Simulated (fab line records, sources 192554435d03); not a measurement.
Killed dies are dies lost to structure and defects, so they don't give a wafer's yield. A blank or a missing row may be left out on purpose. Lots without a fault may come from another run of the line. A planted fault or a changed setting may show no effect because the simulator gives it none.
Which tool did it? | flow n5_finfet | 23 lots, 69 wafers sampled, at 6 steps of a route of 1938

WHAT THE GAUGES READ, wafer by wafer
The record holds no reading of a measuring or inspecting step that can be judged against a usual standard deviation.

WHICH TOOL RAN EACH LOT (tool, then ch and the chambers of the sampled wafers, then the start)
lot  | N5_WELL_APT_DESCUM_13             | N5_FIN_SAQP_DESCUM_21             | N5_FIN_SAQP_ETCH_69               | N5_FIN_SAQP_SPACER2_ALD_28       | N5_FIN_SAQP_HM_CD_35   | N5_FIN_SAQP_ETCH_64
L074 | rie_diel-02 ch 0,1,3, day 1 13:46 | rie_diel-02 ch 1,3, day 1 21:31   | rie_diel-04 ch 1,3, day 2 00:35   | ald_sin-04 ch 0,2, day 2 00:53   | cd_sem-01, day 2 01:41 | rie_si-02 ch 0,1, day 2 01:44
L075 | rie_diel-01 ch 0,2, day 1 20:14   | rie_diel-02 ch 0,1,2, day 2 04:44 | rie_diel-01 ch 0,1,3, day 2 07:47 | ald_sin-03 ch 1,3, day 2 08:35   | cd_sem-03, day 2 09:27 | rie_si-02 ch 1,2, day 2 09:29
L076 | rie_diel-02 ch 0,2,3, day 2 01:47 | rie_diel-04 ch 1,2,3, day 2 09:51 | rie_diel-01 ch 2,3, day 2 14:16   | ald_sin-03 ch 2,3, day 2 14:34   | cd_sem-01, day 2 15:22 | rie_si-04 ch 1,2,3, day 2 15:25
L077 | rie_diel-01 ch 1,2,3, day 2 08:02 | rie_diel-04 ch 1,2,3, day 2 16:15 | rie_diel-04 ch 1,3, day 2 18:59   | ald_sin-03 ch 0,1,2, day 2 20:10 | cd_sem-03, day 2 20:58 | rie_si-02 ch 0,2, day 2 21:01
L078 | rie_diel-02 ch 0,1,2, day 2 13:54 | rie_diel-04 ch 1,2,3, day 2 22:14 | rie_diel-04 ch 1,2,3, day 3 01:01 | ald_sin-04 ch 0,2,3, day 3 02:17 | cd_sem-03, day 3 03:09 | rie_si-02 ch 0,1,2, day 3 03:12
L079 | rie_diel-01 ch 0,2,3, day 2 20:13 | rie_diel-02 ch 1,2, day 3 03:49   | rie_diel-01 ch 2,3, day 3 06:44   | ald_sin-01 ch 0,1,3, day 3 07:48 | cd_sem-02, day 3 08:49 | rie_si-02 ch 0,1,2, day 3 08:52
L080 | rie_diel-04 ch 1,3, day 3 01:46   | rie_diel-04 ch 1,3, day 3 09:38   | rie_diel-02 ch 0,1, day 3 12:49   | ald_sin-01 ch 0,2, day 3 13:21   | cd_sem-02, day 3 14:10 | rie_si-02 ch 0,2, day 3 14:13
L081 | rie_diel-04 ch 1,2, day 3 07:46   | rie_diel-04 ch 0,1, day 3 18:34   | rie_diel-02 ch 0,3, day 3 21:56   | ald_sin-01 ch 0,1,3, day 3 22:15 | cd_sem-01, day 3 23:08 | rie_si-04 ch 0,1,3, day 3 23:11
L082 | rie_diel-02 ch 2,3, day 3 14:13   | rie_diel-01 ch 0,2, day 3 23:41   | rie_diel-04 ch 0,1,3, day 4 02:44 | ald_sin-04 ch 0,2,3, day 4 03:02 | cd_sem-01, day 4 03:50 | rie_si-04 ch 1,3, day 4 03:53
L083 | rie_diel-04 ch 0,1,3, day 3 20:43 | rie_diel-01 ch 0,3, day 4 05:52   | rie_diel-04 ch 0,1,2, day 4 08:51 | ald_sin-04 ch 1,2,3, day 4 09:10 | cd_sem-03, day 4 09:58 | rie_si-04 ch 0,1,3, day 4 10:01
L084 | rie_diel-01 ch 0,2,3, day 4 02:01 | rie_diel-01 ch 0,2,3, day 4 10:16 | rie_diel-04 ch 0,1,2, day 4 13:29 | ald_sin-01 ch 0,1,2, day 4 13:51 | cd_sem-02, day 4 14:55 | rie_si-04 ch 1,2,3, day 4 14:58
L085 | rie_diel-01 ch 0,2,3, day 4 07:58 | rie_diel-02 ch 1,3, day 4 17:14   | rie_diel-04 ch 0,1,2, day 4 20:00 | ald_sin-01 ch 2,3, day 4 20:18   | cd_sem-01, day 4 21:05 | rie_si-02 ch 1,2,3, day 4 21:08
L086 | rie_diel-04 ch 0,1,2, day 4 13:49 | rie_diel-04 ch 0,1, day 4 21:54   | rie_diel-04 ch 0,1,2, day 5 01:03 | ald_sin-03 ch 1,2, day 5 01:22   | cd_sem-03, day 5 02:25 | rie_si-04 ch 0,1, day 5 02:28
L087 | rie_diel-04 ch 0,1,2, day 4 19:49 | rie_diel-04 ch 0,3, day 5 05:06   | rie_diel-01 ch 0,1, day 5 08:19   | ald_sin-01 ch 0,1, day 5 08:37   | cd_sem-01, day 5 09:26 | rie_si-06 ch 0,1,2, day 5 09:28
L088 | rie_diel-02 ch 0,1,3, day 5 02:04 | rie_diel-04 ch 1,3, day 5 10:34   | rie_diel-02 ch 0,2,3, day 5 13:35 | ald_sin-03 ch 0,1,3, day 5 13:58 | cd_sem-02, day 5 14:46 | rie_si-04 ch 0,1,3, day 5 14:48
L089 | rie_diel-01 ch 1,2, day 5 07:48   | rie_diel-04 ch 0,1,3, day 5 16:17 | rie_diel-04 ch 0,1, day 5 19:07   | ald_sin-01 ch 0,2,3, day 5 19:25 | cd_sem-01, day 5 20:13 | rie_si-02 ch 0,1, day 5 20:16
L091 | rie_diel-02 ch 0,1,3, day 5 19:52 | rie_diel-02 ch 0,1,2, day 6 04:13 | rie_diel-04 ch 0,1,3, day 6 06:56 | ald_sin-04 ch 0,2,3, day 6 07:23 | cd_sem-03, day 6 08:07 | rie_si-04 ch 0,3, day 6 08:09
L092 | rie_diel-01 ch 1,2,3, day 6 01:49 | rie_diel-01 ch 1,2,3, day 6 09:41 | rie_diel-02 ch 0,1,2, day 6 12:29 | ald_sin-04 ch 0,2,3, day 6 13:02 | cd_sem-02, day 6 14:05 | rie_si-06 ch 0,1,3, day 6 14:08
L093 | rie_diel-01 ch 0,1,2, day 6 08:06 | rie_diel-02 ch 0,1,2, day 6 16:07 | rie_diel-01 ch 0,2,3, day 6 19:12 | ald_sin-04 ch 0,3, day 6 19:31   | cd_sem-01, day 6 20:19 | rie_si-06 ch 0,2, day 6 20:22
L094 | rie_diel-02 ch 1,3, day 6 14:03   | rie_diel-01 ch 1,2, day 6 21:52   | rie_diel-02 ch 0,2,3, day 7 00:37 | ald_sin-03 ch 1,2,3, day 7 00:55 | cd_sem-01, day 7 01:50 | rie_si-04 ch 1,2, day 7 01:53
L095 | rie_diel-02 ch 0,1,2, day 6 19:47 | rie_diel-01 ch 1,2,3, day 7 05:35 | rie_diel-04 ch 0,1,2, day 7 08:25 | ald_sin-03 ch 0,2,3, day 7 08:56 | cd_sem-01, day 7 09:44 | rie_si-04 ch 0,3, day 7 09:46
L096 | rie_diel-04 ch 0,1,2, day 7 01:48 | rie_diel-02 ch 1,2, day 7 09:59   | rie_diel-02 ch 0,1,3, day 7 12:53 | ald_sin-01 ch 1,2, day 7 13:11   | cd_sem-03, day 7 13:59 | rie_si-02 ch 0,3, day 7 14:01
L097 | rie_diel-02 ch 0,1, day 7 08:00   | rie_diel-01 ch 0,1,3, day 7 16:36 | rie_diel-01 ch 0,1,2, day 7 19:56 | ald_sin-03 ch 0,1,3, day 7 22:02 | cd_sem-01, day 7 22:59 | rie_si-02 ch 0,2,3, day 7 23:01
- N5_WELL_APT_DESCUM_13: chemistry O2, time 7.9 s.
- N5_FIN_SAQP_DESCUM_21: chemistry O2, time 7.9 s.
- N5_FIN_SAQP_ETCH_69: etches SOC in N2/H2, stops on SiNx, target depth 150 nm.
- N5_FIN_SAQP_SPACER2_ALD_28: deposits SiO2, target thk 8.1 nm, pulse time 1 s, purge time 2 s.
- N5_FIN_SAQP_HM_CD_35: target cd 8 nm.
- N5_FIN_SAQP_ETCH_64: etches SiO2 in CF4, target depth 1.5 nm.

WHAT THE TOOLS THEMSELVES READ (means of the sampled wafers that have a number; where no wafer has one, the mark that the record gives instead)
N5_WELL_APT_DESCUM_13. Usual: drypump_motor_current_A 5.6 A, standard deviation 0.45; o2_flow_sccm 225.0 sccm, standard deviation 0.63; oes_product_au 0.80 a.u., standard deviation 0.056; rf_vpp_V 243.2 V, standard deviation 1.3; showerhead_plenum_p_Torr 2.10 Torr, standard deviation 0.065; throttle_valve_pct 20.39 %, standard deviation 0.22.
lot  | tool        | drypump_motor_current_A (A) | o2_flow_sccm (sccm) | oes_product_au (a.u.) | rf_vpp_V (V) | showerhead_plenum_p_Torr (Torr) | throttle_valve_pct (%) | flag
L074 | rie_diel-02 | 5.4                         | 224.8               | 0.79                  | 243.1        | 2.10                            | 20.43                  |
L075 | rie_diel-01 | 5.8                         | 224.6               | 0.85                  | 243.1        | 2.11                            | 20.34                  |
L076 | rie_diel-02 | 5.6                         | 225.1               | 0.80                  | 244.0        | 2.13                            | 20.38                  |
L077 | rie_diel-01 | 5.6                         | 224.5               | 0.84                  | 243.1        | 2.07                            | 20.32                  |
L078 | rie_diel-02 | 5.7                         | 225.0               | 0.82                  | 244.2        | 2.10                            | 20.17                  |
L079 | rie_diel-01 | 5.8                         | 225.1               | 0.81                  | 242.9        | 2.07                            | 20.47                  |
L080 | rie_diel-04 | 5.8                         | 224.9               | 0.81                  | 243.7        | 2.16                            | 20.42                  |
L081 | rie_diel-04 | 5.4                         | 225.1               | 0.79                  | 243.8        | 2.15                            | 20.57                  |
L082 | rie_diel-02 | 5.5                         | 224.8               | 0.86                  | 244.7        | 2.18                            | 20.25                  |
L083 | rie_diel-04 | 5.7                         | 225.1               | 0.76                  | 242.8        | 2.11                            | 20.43                  |
L084 | rie_diel-01 | 5.7                         | 224.7               | 0.81                  | 242.6        | 2.07                            | 20.48                  |
L085 | rie_diel-01 | 5.7                         | 225.1               | 0.80                  | 243.2        | 2.07                            | 20.49                  |
L086 | rie_diel-04 | 5.3                         | 225.1               | 0.75                  | 242.3        | 2.09                            | 20.57                  |
L087 | rie_diel-04 | 5.3                         | 225.3               | 0.75                  | 242.9        | 2.09                            | 20.58                  |
L088 | rie_diel-02 | 5.4                         | 224.3               | 0.83                  | 242.3        | 2.09                            | 20.38                  |
L089 | rie_diel-01 | 5.6                         | 224.8               | 0.83                  | 242.8        | 2.10                            | 20.21                  |
L091 | rie_diel-02 | 5.4                         | 225.1               | 0.82                  | 242.2        | 2.09                            | 20.39                  |
L092 | rie_diel-01 | 5.6                         | 225.6               | 0.80                  | 243.5        | 2.07                            | 20.34                  |
L093 | rie_diel-01 | 5.9                         | 225.4               | 0.80                  | 242.4        | 2.06                            | 20.35                  |
L094 | rie_diel-02 | 5.0                         | 225.4               | 0.84                  | 244.2        | 2.14                            | 20.53                  |
L095 | rie_diel-02 | 5.7                         | 225.2               | 0.79                  | 243.2        | 2.09                            | 20.22                  |
L096 | rie_diel-04 | 5.4                         | 224.5               | 0.82                  | 242.4        | 2.08                            | 20.46                  |
L097 | rie_diel-02 | 5.8                         | 224.5               | 0.79                  | 242.4        | 2.02                            | 20.27                  |

N5_FIN_SAQP_DESCUM_21. Usual: drypump_motor_current_A 5.6 A, standard deviation 0.41; o2_flow_sccm 225.1 sccm, standard deviation 0.61; oes_product_au 0.79 a.u., standard deviation 0.052; rf_vpp_V 243.2 V, standard deviation 1.2; showerhead_plenum_p_Torr 2.10 Torr, standard deviation 0.065; throttle_valve_pct 20.41 %, standard deviation 0.2.
lot  | tool        | drypump_motor_current_A (A) | o2_flow_sccm (sccm) | oes_product_au (a.u.) | rf_vpp_V (V) | showerhead_plenum_p_Torr (Torr) | throttle_valve_pct (%) | flag
L074 | rie_diel-02 | 5.1                         | 225.2               | 0.77                  | 244.3        | 2.13                            | 20.44                  |
L075 | rie_diel-02 | 5.7                         | 224.6               | 0.84                  | 242.8        | 2.10                            | 20.17                  |
L076 | rie_diel-04 | 5.4                         | 225.1               | 0.77                  | 243.6        | 2.16                            | 20.51                  |
L077 | rie_diel-04 | 5.4                         | 225.6               | 0.77                  | 244.0        | 2.16                            | 20.51                  |
L078 | rie_diel-04 | 5.4                         | 225.3               | 0.77                  | 243.5        | 2.16                            | 20.51                  |
L079 | rie_diel-02 | 5.6                         | 224.7               | 0.83                  | 244.5        | 2.16                            | 20.13                  |
L080 | rie_diel-04 | 5.8                         | 224.6               | 0.80                  | 242.9        | 2.16                            | 20.44                  |
L081 | rie_diel-04 | 5.7                         | 225.6               | 0.79                  | 243.2        | 2.09                            | 20.48                  |
L082 | rie_diel-01 | 6.0                         | 226.0               | 0.82                  | 243.1        | 2.07                            | 20.47                  |
L083 | rie_diel-01 | 5.7                         | 224.3               | 0.78                  | 241.8        | 2.03                            | 20.60                  |
L084 | rie_diel-01 | 5.7                         | 225.0               | 0.80                  | 242.1        | 2.07                            | 20.49                  |
L085 | rie_diel-02 | 5.1                         | 225.1               | 0.82                  | 243.1        | 2.12                            | 20.40                  |
L086 | rie_diel-04 | 5.7                         | 225.1               | 0.78                  | 243.3        | 2.09                            | 20.49                  |
L087 | rie_diel-04 | 5.6                         | 226.0               | 0.72                  | 242.4        | 2.06                            | 20.42                  |
L088 | rie_diel-04 | 5.7                         | 224.5               | 0.77                  | 243.6        | 2.15                            | 20.46                  |
L089 | rie_diel-04 | 5.7                         | 225.0               | 0.74                  | 241.8        | 2.10                            | 20.45                  |
L091 | rie_diel-02 | 5.7                         | 225.5               | 0.80                  | 244.4        | 2.09                            | 20.23                  |
L092 | rie_diel-01 | 5.6                         | 225.1               | 0.80                  | 241.9        | 2.06                            | 20.35                  |
L093 | rie_diel-02 | 5.7                         | 225.5               | 0.79                  | 242.4        | 2.09                            | 20.23                  |
L094 | rie_diel-01 | 5.7                         | 224.9               | 0.81                  | 242.4        | 2.06                            | 20.21                  |
L095 | rie_diel-01 | 5.6                         | 225.3               | 0.80                  | 243.0        | 2.06                            | 20.36                  |
L096 | rie_diel-02 | 5.6                         | 224.7               | 0.78                  | 244.0        | 2.14                            | 20.19                  |
L097 | rie_diel-01 | 5.8                         | 225.2               | 0.77                  | 241.7        | 2.03                            | 20.49                  |

N5_FIN_SAQP_ETCH_69. Usual: drypump_motor_current_A 5.6 A, standard deviation 0.44; h2_flow_sccm 200.0 sccm, standard deviation 0.61; oes_product_au 0.78 a.u., standard deviation 0.056; rf_vpp_V 240.8 V, standard deviation 1.4; showerhead_plenum_p_Torr 2.55 Torr, standard deviation 0.09; throttle_valve_pct 17.86 %, standard deviation 0.28.
lot  | tool        | drypump_motor_current_A (A) | h2_flow_sccm (sccm) | oes_product_au (a.u.) | rf_vpp_V (V) | showerhead_plenum_p_Torr (Torr) | throttle_valve_pct (%) | flag
L074 | rie_diel-04 | 5.7                         | 200.3               | 0.80                  | 242.2        | 2.60                            | 17.67                  |
L075 | rie_diel-01 | 5.8                         | 200.1               | 0.81                  | 239.8        | 2.46                            | 17.70                  |
L076 | rie_diel-01 | 5.5                         | 199.9               | 0.80                  | 239.6        | 2.52                            | 17.89                  |
L077 | rie_diel-04 | 5.8                         | 199.8               | 0.80                  | 242.0        | 2.60                            | 17.69                  |
L078 | rie_diel-04 | 5.4                         | 200.0               | 0.75                  | 241.8        | 2.62                            | 17.96                  |
L079 | rie_diel-01 | 5.5                         | 200.5               | 0.80                  | 239.8        | 2.52                            | 17.90                  |
L080 | rie_diel-02 | 5.8                         | 199.4               | 0.81                  | 240.9        | 2.49                            | 17.73                  |
L081 | rie_diel-02 | 5.3                         | 199.6               | 0.89                  | 241.5        | 2.58                            | 17.86                  |
L082 | rie_diel-04 | 5.6                         | 200.2               | 0.76                  | 241.5        | 2.55                            | 17.82                  |
L083 | rie_diel-04 | 5.4                         | 200.4               | 0.74                  | 241.4        | 2.55                            | 18.02                  |
L084 | rie_diel-04 | 5.4                         | 199.6               | 0.74                  | 240.9        | 2.55                            | 18.03                  |
L085 | rie_diel-04 | 5.3                         | 200.0               | 0.74                  | 241.5        | 2.55                            | 18.04                  |
L086 | rie_diel-04 | 5.4                         | 199.7               | 0.73                  | 240.8        | 2.54                            | 18.04                  |
L087 | rie_diel-01 | 6.1                         | 199.7               | 0.79                  | 239.1        | 2.44                            | 17.61                  |
L088 | rie_diel-02 | 5.6                         | 200.1               | 0.82                  | 241.2        | 2.59                            | 17.87                  |
L089 | rie_diel-04 | 5.7                         | 200.4               | 0.76                  | 239.6        | 2.52                            | 17.79                  |
L091 | rie_diel-04 | 5.7                         | 200.4               | 0.74                  | 240.7        | 2.54                            | 17.85                  |
L092 | rie_diel-02 | 5.7                         | 200.4               | 0.78                  | 240.6        | 2.57                            | 17.84                  |
L093 | rie_diel-01 | 5.7                         | 200.4               | 0.78                  | 240.3        | 2.49                            | 17.82                  |
L094 | rie_diel-02 | 5.6                         | 200.5               | 0.81                  | 241.5        | 2.59                            | 17.88                  |
L095 | rie_diel-04 | 5.3                         | 200.1               | 0.80                  | 240.8        | 2.54                            | 17.91                  |
L096 | rie_diel-02 | 5.4                         | 199.8               | 0.81                  | 240.9        | 2.53                            | 17.85                  |
L097 | rie_diel-01 | 5.9                         | 200.2               | 0.78                  | 239.9        | 2.48                            | 17.60                  |

N5_FIN_SAQP_SPACER2_ALD_28. Usual: heater_power_w 482 W, standard deviation 36; precursor_pulse_height_rel 1.001, standard deviation 0.021.
lot  | tool       | heater_power_w (W) | precursor_pulse_height_rel | flag
L074 | ald_sin-04 | 442                | 0.980                      |
L075 | ald_sin-03 | 532                | 0.986                      |
L076 | ald_sin-03 | 502                | 1.005                      |
L077 | ald_sin-03 | 523                | 1.021                      |
L078 | ald_sin-04 | 454                | 0.979                      |
L079 | ald_sin-01 | 484                | 1.008                      |
L080 | ald_sin-01 | 472                | 0.989                      |
L081 | ald_sin-01 | 483                | 0.995                      |
L082 | ald_sin-04 | 451                | 1.025                      |
L083 | ald_sin-04 | 447                | 1.004                      |
L084 | ald_sin-01 | 462                | 1.017                      |
L085 | ald_sin-01 | 474                | 0.997                      |
L086 | ald_sin-03 | 514                | 1.005                      |
L087 | ald_sin-01 | 478                | 1.001                      |
L088 | ald_sin-03 | 523                | 1.007                      |
L089 | ald_sin-01 | 476                | 1.005                      |
L091 | ald_sin-04 | 459                | 1.016                      |
L092 | ald_sin-04 | 457                | 1.016                      |
L093 | ald_sin-04 | 480                | 1.006                      |
L094 | ald_sin-03 | 517                | 1.005                      |
L095 | ald_sin-03 | 515                | 0.989                      |
L096 | ald_sin-01 | 450                | 0.998                      |
L097 | ald_sin-03 | 521                | 1.006                      |

N5_FIN_SAQP_HM_CD_35. Usual: cd_nm 8.04 nm, standard deviation 0.27.
lot  | tool      | cd_nm (nm) | flag
L074 | cd_sem-01 | 8.01       |
L075 | cd_sem-03 | 7.93       |
L076 | cd_sem-01 | 8.10       |
L077 | cd_sem-03 | 8.01       |
L078 | cd_sem-03 | 7.84       |
L079 | cd_sem-02 | 8.02       |
L080 | cd_sem-02 | 8.09       |
L081 | cd_sem-01 | 8.18       |
L082 | cd_sem-01 | 7.94       |
L083 | cd_sem-03 | 7.88       |
L084 | cd_sem-02 | 7.97       |
L085 | cd_sem-01 | 7.94       |
L086 | cd_sem-03 | 8.11       |
L087 | cd_sem-01 | 8.26       |
L088 | cd_sem-02 | 7.99       |
L089 | cd_sem-01 | 8.12       |
L091 | cd_sem-03 | 8.11       |
L092 | cd_sem-02 | 8.12       |
L093 | cd_sem-01 | 8.16       |
L094 | cd_sem-01 | 8.14       |
L095 | cd_sem-01 | 8.15       |
L096 | cd_sem-03 | 8.23       |
L097 | cd_sem-01 | 7.93       |

N5_FIN_SAQP_ETCH_64. Usual: drypump_motor_current_A 5.6 A, standard deviation 0.38; oes_product_au 1.01 a.u., standard deviation 0.03; throttle_valve_pct 21.71 %, standard deviation 0.14.
lot  | tool      | drypump_motor_current_A (A) | oes_product_au (a.u.) | throttle_valve_pct (%) | flag
L074 | rie_si-02 | 5.6                         | 0.99                  | 21.68                  |
L075 | rie_si-02 | 5.8                         | 1.03                  | 21.70                  |
L076 | rie_si-04 | 5.3                         | 1.00                  | 21.66                  |
L077 | rie_si-02 | 5.4                         | 1.02                  | 21.75                  |
L078 | rie_si-02 | 5.7                         | 1.01                  | 21.70                  |
L079 | rie_si-02 | 5.7                         | 1.00                  | 21.70                  |
L080 | rie_si-02 | 5.4                         | 1.03                  | 21.76                  |
L081 | rie_si-04 | 5.5                         | 1.01                  | 21.67                  |
L082 | rie_si-04 | 5.5                         | 1.00                  | 21.70                  |
L083 | rie_si-04 | 5.5                         | 1.01                  | 21.67                  |
L084 | rie_si-04 | 5.2                         | 1.00                  | 21.66                  |
L085 | rie_si-02 | 5.9                         | 1.02                  | 21.78                  |
L086 | rie_si-04 | 5.6                         | 1.03                  | 21.69                  |
L087 | rie_si-06 | 6.0                         | 1.00                  | 21.67                  |
L088 | rie_si-04 | 5.5                         | 1.01                  | 21.68                  |
L089 | rie_si-02 | 5.8                         | 0.98                  | 21.62                  |
L091 | rie_si-04 | 5.4                         | 1.04                  | 21.65                  |
L092 | rie_si-06 | 5.7                         | 0.99                  | 21.82                  |
L093 | rie_si-06 | 6.2                         | 1.00                  | 21.74                  |
L094 | rie_si-04 | 5.1                         | 1.00                  | 21.68                  |
L095 | rie_si-04 | 5.4                         | 1.04                  | 21.64                  |
L096 | rie_si-02 | 5.6                         | 1.01                  | 21.80                  |
L097 | rie_si-02 | 5.6                         | 1.03                  | 21.83                  |

THE ANSWER, worked out from the rows above alone
Rule: a lot is off if the mean of its wafers that have a number lies more than 3 standard deviations from the usual mean. A lot without any number at a reading at which 4 lots or more have one is off too. The other lots that the step has rows for count as sound. The gauges are gone through in route order, then the tools' own readings, and for those a lot's mean is taken as printed above. The first step at which some lot is off is used, and at that step the reading that is off furthest; a lot without a number counts as furthest.
No lot is off at any reading shown: from this, nothing can be told.

WHAT THE SIMULATOR HAD PUT IN
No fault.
